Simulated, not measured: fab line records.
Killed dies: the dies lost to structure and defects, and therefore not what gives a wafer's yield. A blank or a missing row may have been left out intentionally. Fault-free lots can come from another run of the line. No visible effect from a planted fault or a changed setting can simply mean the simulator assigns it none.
What tool caused it? -- flow nand-harc -- 33 wafers from 11 lots sampled at 5 of the route's 1302 steps

## WHAT EACH GAUGE READ, for each wafer
NHARC_P_M2_OVL_MEAS_10: pitch 340 nm.
lot,measured,on,overlay-x-nm (nm),overlay-y-nm (nm)
L528,day 6 07:03,overlay-02,0.9 0.7 1.3,-1.3 -1.2 -1.0
L529,day 6 20:33,overlay-02,-0.9 -1.0 -1.1,-0.5 0.0 0.1
L531,day 7 15:55,overlay-01,-0.7 -0.2 -0.8,1.2 1.5 1.0
L532,day 8 05:17,overlay-02,-0.3 0.2 -0.4,-1.0 -0.8 -0.7
L539,day 11 00:10,overlay-01,1.5 1.4 1.7,0.4 0.6 0.4
L538,day 11 02:42,overlay-02,-0.2 0.0 0.2,-1.4 -0.9 -1.4
L540,day 11 11:26,overlay-02,-0.1 -0.2 -0.5,1.4 1.1 1.0
L543,day 12 16:43,overlay-01,-1.0 -0.9 -0.7,0.3 0.7 0.8
L547,day 14 07:43,overlay-02,0.5 0.5 0.4,-0.3 0.0 0.0
L548,day 15 05:47,overlay-02,-0.7 -0.8 -0.2,1.0 1.2 1.5
L551,day 16 08:37,overlay-02,-0.4 -0.8 -0.8,-1.9 -1.7 -2.4

NHARC_END_SORT_01.
lot,measured,on,defect-limited-yield (%),killed-at-array,killed-at-other,killed-at-periphery,killed-dies,killed-open,killed-short,sort_bin_2_pct (%),sort_bin_3_pct (%),sort_bin_4_pct (%),sort-n-pass,sort-rim-yield-pct (%),sort-yield-pct (%)
L528,day 24 14:31,prober-01,88.9 87.7 87.9,75 81 80,0 1 1,0 1 1,75 83 82,0 6 1,4 1 6,3.7 4.4 3.7,0.9 0.6 1.0,6.5 7.2 7.4,602 594 595,80 75 78,88.9 87.7 87.9
L540,day 29 06:17,prober-02,94.2 94.2 93.1,25 30 37,2 1 3,12 8 7,39 39 47,3 2 6,2 2 1,2.2 2.1 3.2,0.1 0.9 0.7,3.4 2.8 3.0,638 638 630,91 88 83,94.2 94.2 93.1
L547,day 32 21:14,prober-01,87.1 89.8 87.4,81 62 79,1 1 0,5 6 6,87 69 85,1 5 4,4 1 3,4.7 3.5 5.2,0.9 1.0 1.2,7.2 5.6 6.2,590 608 592,75 90 80,87.1 89.8 87.4

## EACH LOT AND THE TOOL THAT RAN IT (in order: tool; ch and the chambers of the sampled wafers; start)
lot,NHARC_P_M1_PVD_21,NHARC_P_M2_SOFTBAKE_04,NHARC_P_M2_ETCH_35
L528,"pvd-sputter-01, day 6 06:00 or earlier","litho-track-01 ch 0, day 6 06:00","rie-diel-06 ch 2,3, day 6 07:15"
L529,"pvd-sputter-01, day 6 20:00 or earlier","litho-track-06 ch 0, day 6 20:00","rie-diel-03 ch 0,1, day 6 20:44"
L531,"pvd-sputter-03, day 7 15:00 or earlier","litho-track-04 ch 0, day 7 15:00","rie-diel-03 ch 1,2, day 7 16:08"
L532,"pvd-sputter-02, day 8 04:00 or earlier","litho-track-04 ch 0, day 8 04:00","rie-diel-03 ch 1,3, day 8 05:29"
L539,"pvd-sputter-03, day 10 23:00 or earlier","litho-track-04 ch 0, day 10 23:00","rie-diel-01 ch 0,2, day 11 00:21"
L538,"pvd-sputter-01, day 11 02:00 or earlier","litho-track-04 ch 0, day 11 02:00","rie-diel-03 ch 1,2,3, day 11 02:55"
L540,"pvd-sputter-02, day 11 11:00 or earlier","litho-track-06 ch 0, day 11 11:00","rie-diel-03 ch 1,2, day 11 11:37"
L543,"pvd-sputter-01, day 12 16:00 or earlier","litho-track-04 ch 0, day 12 16:00","rie-diel-03 ch 0,1,3, day 12 16:55"
L547,"pvd-sputter-01, day 14 07:00 or earlier","litho-track-01 ch 0, day 14 07:00","rie-diel-03 ch 0,1,2, day 14 07:54"
L548,"pvd-sputter-03, day 15 05:00 or earlier","litho-track-01 ch 0, day 15 05:00","rie-diel-03 ch 0,2,3, day 15 05:59"
L551,"pvd-sputter-03, day 16 08:00 or earlier","litho-track-06 ch 0, day 16 08:00","rie-diel-06 ch 2,3, day 16 08:48"
- NHARC_P_M1_PVD_21: deposits Cu, target thk 30 nm, time 20.49 s.
- NHARC_P_M2_SOFTBAKE_04: time 55 s.
- NHARC_P_M2_ETCH_35: etches the open film in N2/H2, target depth 40 nm, overetch 12 nm, time 43.94 s.

## AS READ BY THE TOOLS THEMSELVES (means over the sampled wafers that have a number; for cases with no such wafer, the mark the record gives instead)
NHARC_P_M1_PVD_21.
lot,tool,cathode-dc-power-W (W),throttle-valve-pct (%)
L528,pvd-sputter-01,4999.7,28.9
L529,pvd-sputter-01,5000.4,28.5
L531,pvd-sputter-03,5000.2,30.3
L532,pvd-sputter-02,5000.0,30.4
L539,pvd-sputter-03,5000.3,30.2
L538,pvd-sputter-01,5000.0,29.8
L540,pvd-sputter-02,4999.9,30.2
L543,pvd-sputter-01,5000.0,29.3
L547,pvd-sputter-01,5000.1,29.2
L548,pvd-sputter-03,5000.2,29.3
L551,pvd-sputter-03,4999.6,30.3

NHARC_P_M2_SOFTBAKE_04.
lot,tool,heater-power-total-W (W)
L528,litho-track-01,188.55
L529,litho-track-06,188.50
L531,litho-track-04,188.48
L532,litho-track-04,188.47
L539,litho-track-04,188.35
L538,litho-track-04,190.27
L540,litho-track-06,188.45
L543,litho-track-04,190.15
L547,litho-track-01,188.52
L548,litho-track-01,188.45
L551,litho-track-06,188.48

NHARC_P_M2_ETCH_35.
lot,tool,chamber-pressure-mTorr (mTorr),drypump-motor-current-A (A),mfc-ar-sccm (sccm),oes-product-au (a.u.),rf-vpp-V (V),showerhead-plenum-p-Torr (Torr),throttle-valve-pct (%)
L528,rie-diel-06,30.01,5.4,0.008,1.018,433.0,2.11,14.179
L529,rie-diel-03,29.96,5.8,0.025,0.996,431.4,2.09,14.180
L531,rie-diel-03,29.97,6.0,0.027,0.995,434.2,2.16,14.172
L532,rie-diel-03,29.98,5.9,0.036,0.995,431.5,2.10,14.181
L539,rie-diel-01,30.00,5.6,0.024,1.003,432.6,2.13,14.173
L538,rie-diel-03,30.00,5.9,0.025,1.000,432.7,2.12,14.169
L540,rie-diel-03,30.00,6.0,0.015,0.999,434.3,2.18,14.171
L543,rie-diel-03,30.02,5.7,0.023,1.000,431.0,2.04,14.176
L547,rie-diel-03,30.01,5.8,0.014,1.006,431.7,2.10,14.175
L548,rie-diel-03,30.02,5.7,0.012,0.990,432.0,2.06,14.178
L551,rie-diel-06,30.00,5.4,0.008,0.995,431.7,2.11,14.172

## THE ANSWER, worked out from the rows above alone
Rule: the lots themselves supply what counts as usual. The widest of any qualifying gaps counts: lots, ordered by their means at a reading, are off when they make up no more than a third of the lots, leave a main group of 4 or more, and stand apart from it by 3 or more times the standard deviation of that group's means. If all means in a main group match to the digits the tables above print for the reading, that group is not used. A lot without any number at a reading at which 4 lots or more have one is off too. Where the step has rows for the other lots, those lots are counted as sound. First the gauges in route order, then the tools' own readings, where a lot's mean is used as printed above. At the first step where some lot is off, the reading lying furthest off is the one used; lots without a number count as furthest.
Off, at NHARC_P_M2_SOFTBAKE_04 on heater-power-total-W: L538, L543. Main group: mean 188.47 W, sd 0.053.
If a tool, at that step or one of the process steps before it, ran each lot that is off and ran no sound lot following the first of them, it fits. Because NHARC_P_M1_PVD_21 lacks a start for some lots, the hours and order of its lots are taken from NHARC_P_M2_SOFTBAKE_04. One candidate fits, namely litho-track-04 at NHARC_P_M2_SOFTBAKE_04. Its last sound lot is L539 (day 10 23:00), its first lot that is off L538 (day 11 02:00): a fault that began between those two fits.
On the lots that are off, the tool's own readings at NHARC_P_M2_SOFTBAKE_04 differ by more than 5 times the standard deviation of the sound lots' means, which bears it out; heater-power-total-W reads 190.21 W there versus 188.47 W on the sound lots.

## WHAT THE SIMULATOR HAD INSERTED
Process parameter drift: litho-track-04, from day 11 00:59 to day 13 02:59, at NHARC_P_M2_SOFTBAKE_04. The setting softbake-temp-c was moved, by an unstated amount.
Struck lots among those shown: L538, L543. The rule above found the same.
